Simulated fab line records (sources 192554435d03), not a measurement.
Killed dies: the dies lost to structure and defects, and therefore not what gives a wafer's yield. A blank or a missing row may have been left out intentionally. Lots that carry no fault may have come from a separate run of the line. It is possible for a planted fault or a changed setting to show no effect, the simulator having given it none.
2 desks, one fault :: flow n5 finfet :: what lay behind the numbers comes last; until then each desk has only its own

== TOOL OWNER'S DESK, pecvd-01 ==
The tool's own readings at N5_BEOL_M5_ILD_DEP_00 (deposits SiCOH lowk from DEMS/porogen, target thk 140.64 nm, time 25.9 s): means of the sampled wafers that have a number, for each lot that ran on this tool. If a lot's mean is further than 4 standard deviations from the usual mean, the lot is out of limits and carries the mark OUT (the distance appears in the brackets).
Columns: A = chamber pressure Torr at N5_BEOL_M5_ILD_DEP_00, usual 5.001 Torr; B = heater power w at N5_BEOL_M5_ILD_DEP_00, usual 283 W; C = showerhead plenum p Torr at N5_BEOL_M5_ILD_DEP_00, usual 5.736 Torr; D = throttle valve pct at N5_BEOL_M5_ILD_DEP_00, usual 14.0 %
lot: L520
first seen here: day 8 19:12
A: 5.001
B: 271
C: 5.744
D: 14.1

lot: L523
first seen here: day 9 03:53
A: 5.004
B: 285
C: 5.724
D: 14.3

lot: L524
first seen here: day 9 10:37
A: 5.010
B: 280
C: 5.739
D: 15.2

lot: L527
first seen here: day 10 14:23
A: 5.004
B: 284
C: 5.723
D: 14.3

lot: L528
first seen here: day 10 14:49
A: 4.997
B: 288
C: 5.734
D: 14.0

lot: L530
first seen here: day 11 18:07
A: 4.997
B: 278
C: 5.737
D: 14.4

lot: L538
first seen here: day 13 10:43
A: 5.013
B: 266
C: 5.745
D: 14.3

lot: L540
first seen here: day 13 22:14
A: 4.995
B: 252
C: 5.736
D: 13.7
This desk's finding: nothing out of limits on any of the 8 lots.

== FROM THE METROLOGY DESK ==
Means of the sampled wafers that have a number, per lot and without regard to the tool the lot ran on: this is what the gauges read. If a lot's mean is further than 4 standard deviations from the usual mean, the lot is out of limits and carries the mark OUT (the distance appears in the brackets). Of its 11 readings 7 are shown: the one that was out of limits first, and those that lie furthest out on some lot.
Columns: A = DIBL_P at N5_BEOL_M4_RC_MEAS_101, usual 36.5 mV/V; B = IOFF_P at N5_BEOL_M4_RC_MEAS_101, usual 0.21 nA/um; C = ION_N at N5_BEOL_M4_RC_MEAS_101, usual 672 uA/um; D = SS_N at N5_BEOL_M4_RC_MEAS_101, usual 71.6 mV/dec; E = VT_N at N5_BEOL_M4_RC_MEAS_101, usual 250 mV; F = VT_P at N5_BEOL_M4_RC_MEAS_101, usual -250.5 mV; G = M5_ILD_THK at N5_BEOL_M5_THK_MEAS_01, usual 120.8 nm
lot: L520
first seen here: day 8 18:32
A: 34.7
B: 0.19
C: 672
D: 71.5
E: 249
F: -250.2
G: 122.0

lot: L523
first seen here: day 9 02:56
A: 33.6
B: 0.17
C: 675
D: 70.3
E: 253
F: -252.8
G: 122.8

lot: L524
first seen here: day 9 09:58
A: 35.0
B: 0.23
C: 678
D: 71.5
E: 246
F: -250.0
G: 122.4

lot: L527
first seen here: day 10 13:35
A: 36.3
B: 0.19
C: 673
D: 71.6
E: 251
F: -250.9
G: 121.2

lot: L528
first seen here: day 10 13:52
A: 33.5
B: 0.17
C: 651
D: 71.5
E: 256
F: -252.3
G: 119.4

lot: L530
first seen here: day 11 17:28
A: 37.4
B: 0.26
C: 686
D: 72.3
E: 245
F: -248.0
G: 121.6

lot: L538
first seen here: day 13 10:04
A: 38.2
B: 0.22
C: 673
D: 71.7
E: 250
F: -252.9
G: 146.9 (+16) OUT

lot: L540
first seen here: day 13 21:25
A: 40.0
B: 0.27
C: 679
D: 72.1
E: 246
F: -245.0
G: 145.4 (+15) OUT

lot: L541
first seen here: day 14 20:04
A: 40.7
B: 0.22
C: 676
D: 72.3
E: 248
F: -250.4
G: 121.3
Finding of this desk: L538, L540 out of limits, first seen on L538 at day 13 11:17 (M5_ILD_THK at N5_BEOL_M5_THK_MEAS_01). L520, L523, L524, L527, L528, L530, L541 stayed within limits.

== ALL TOGETHER ==
An alarm was possible from the metrology desk at day 13 11:17, on L538, L540.
Nothing out of limits was seen by the tool owner's desk.
On record at the tool owner's desk: L538, L540, within its limits.
N5_BEOL_M5_ILD_DEP_00 was run on pecvd-01 by each of the lots named.

== WHAT HAD BEEN PUT IN BY THE SIMULATOR ==
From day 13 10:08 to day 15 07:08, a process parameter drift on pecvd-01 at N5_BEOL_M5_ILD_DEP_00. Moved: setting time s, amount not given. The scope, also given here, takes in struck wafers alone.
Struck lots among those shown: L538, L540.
Hours from the fault's start to each desk's first reading out of limits: the metrology desk, 1.
